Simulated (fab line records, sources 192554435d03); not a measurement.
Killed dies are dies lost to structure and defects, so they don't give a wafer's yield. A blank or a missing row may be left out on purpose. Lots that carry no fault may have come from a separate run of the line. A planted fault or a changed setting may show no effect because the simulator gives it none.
Matching of chambers + flow n5 finfet + 3 sister chambers for N5_BEOL_M0_CO_CAP_123 on cvd co-02
The step material Co, precursor CCTBA/H2, target thk 2 nm, time 102.1 s. 6 wafers are shown with their chamber, then 12 later ones without.

== WAFERS, EACH WITH ITS CHAMBER ==
| wafer  | chamber | heater power w (W) | chamber pressure Torr (Torr) |
|--------|---------|--------------------|------------------------------|
| L086.5 | 1       | 219                | 29.97                        |
| L085.5 | 1       | 218                | 30.05                        |
| L089.6 | 2       | 196                | 30.08                        |
| L088.1 | 0       | 270                | 29.90                        |
| L088.4 | 2       | 195                | 30.08                        |
| L088.6 | 0       | 280                | 30.06                        |

== WAFERS WITH NO CHAMBER GIVEN ==
| wafer  | heater power w (W) | chamber pressure Torr (Torr) |
|--------|--------------------|------------------------------|
| L090.1 | 193                | 29.95                        |
| L090.5 | 208                | 30.03                        |
| L090.6 | 270                | 29.99                        |
| L093.2 | 278                | 30.05                        |
| L093.3 | 198                | 30.00                        |
| L093.4 | 273                | 30.04                        |
| L095.1 | 195                | 29.98                        |
| L095.3 | 217                | 30.04                        |
| L095.6 | 195                | 30.00                        |
| L097.1 | 210                | 30.02                        |
| L097.2 | 265                | 30.01                        |
| L097.5 | 273                | 29.97                        |

== WHICH CHAMBER EACH ONE RAN IN ==
| wafer  | from the rows above     | in truth |
|--------|-------------------------|----------|
| L090.1 | 2                       | 2        |
| L090.5 | can't be placed: 1 or 2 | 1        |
| L090.6 | 0                       | 0        |
| L093.2 | 0                       | 0        |
| L093.3 | 2                       | 2        |
| L093.4 | 0                       | 0        |
| L095.1 | 2                       | 2        |
| L095.3 | 1                       | 1        |
| L095.6 | 2                       | 2        |
| L097.1 | can't be placed: 1 or 2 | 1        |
| L097.2 | 0                       | 0        |
| L097.5 | 0                       | 0        |
Placed correctly: 10 of 12. Unplaceable from these rows: 2, with the true chamber sitting among the candidates in 2. Number placed wrongly: 0.
How it was worked out, from the rows above alone: a wafer's distance from a chamber is the root of the sum, over the readings, of the square of ((its reading less the chamber's mean) divided by the reading's scatter). If the next closest chamber is less than 2 further off than the closest, the wafer can't be placed; otherwise it belongs to the closest. The mean given for a chamber averages the wafers shown for that chamber. The scatter: the root of (the sum of the squares of (reading less its chamber's mean) over the shown wafers, divided by (wafers less chambers)).
